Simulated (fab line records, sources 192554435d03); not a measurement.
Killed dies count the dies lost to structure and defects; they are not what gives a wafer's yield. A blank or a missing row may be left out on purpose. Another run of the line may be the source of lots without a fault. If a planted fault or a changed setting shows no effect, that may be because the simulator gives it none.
The tool behind it: which one? ; flow n5Finfet ; 6 lots, 18 wafers sampled, at 4 steps of a route of 1938

WHAT THE GAUGES SHOWED, per wafer
N5_PASSIVATION_CD_MEAS_44: the cd target is 40000 nm.
lot;measured;on;cdNm (nm)
L544;day 13 20:59;cdSem-03;39999 39997 39993
L547;day 14 15:53;cdSem-02;40002 40003 40004
L548;day 14 21:08;cdSem-01;40001 39996 40004
L550;day 15 02:14;cdSem-03;40002 39995 39997
L562;day 18 17:39;cdSem-03;39993 39994 39994
L563;day 19 04:05;cdSem-02;39996 39995 39994

WHICH TOOL RAN EACH LOT (tool, then ch and the chambers of the sampled wafers, then the start)
lot;N5_BEOL_M4_ALD_98;N5_MIM_BOT_ETCH_ETCH_03;N5_PASSIVATION_SPUTTER_20
L544;aldSin-02 ch 0,1,2, day 7 23:16;rieMetal-01 ch 0,1, day 13 15:05;pvdSputter-02, day 13 18:02
L547;aldSin-03 ch 0,1,3, day 9 07:44;rieMetal-01 ch 0, day 14 10:02;pvdSputter-03, day 14 13:09
L548;aldSin-02 ch 0,2,3, day 10 10:07;rieMetal-03 ch 0,1, day 14 15:29;pvdSputter-03, day 14 18:28
L550;aldSin-02 ch 1,2,3, day 10 11:20;rieMetal-02 ch 0,1, day 14 20:25;pvdSputter-02, day 14 23:41
L562;aldSin-01 ch 0,1,2, day 13 05:06;rieMetal-03 ch 0, day 18 09:56;pvdSputter-01, day 18 15:04
L563;aldSin-03 ch 1,2,3, day 14 05:43;rieMetal-01 ch 0,1, day 18 22:21;pvdSputter-03, day 19 01:39
- N5_BEOL_M4_ALD_98: deposits SiO2, target thk 2.5 nm, pulse time 1 s, co reactant pulse time 1 s.
- N5_MIM_BOT_ETCH_ETCH_03: etches the open film in Cl2/BCl3, target depth 12 nm.
- N5_PASSIVATION_SPUTTER_20: material TaN, target thk 50 nm.

THE ANSWER, worked out from the rows above alone
Rule: the usual values come from the lots themselves. The widest of any qualifying gaps counts: lots, ordered by their means at a reading, are off when they make up no more than a third of the lots, leave a main group of 4 or more, and stand apart from it by 3 or more times the standard deviation of that group's means. A main group whose means are all the same, to the digits that the tables above print for the reading, isn't used. A lot without any number at a reading at which 4 lots or more have one is off too. The other lots that the step has rows for count as sound.
None of the lots is off at any reading shown; this tells nothing.

WHAT WAS PUT IN BY THE SIMULATOR
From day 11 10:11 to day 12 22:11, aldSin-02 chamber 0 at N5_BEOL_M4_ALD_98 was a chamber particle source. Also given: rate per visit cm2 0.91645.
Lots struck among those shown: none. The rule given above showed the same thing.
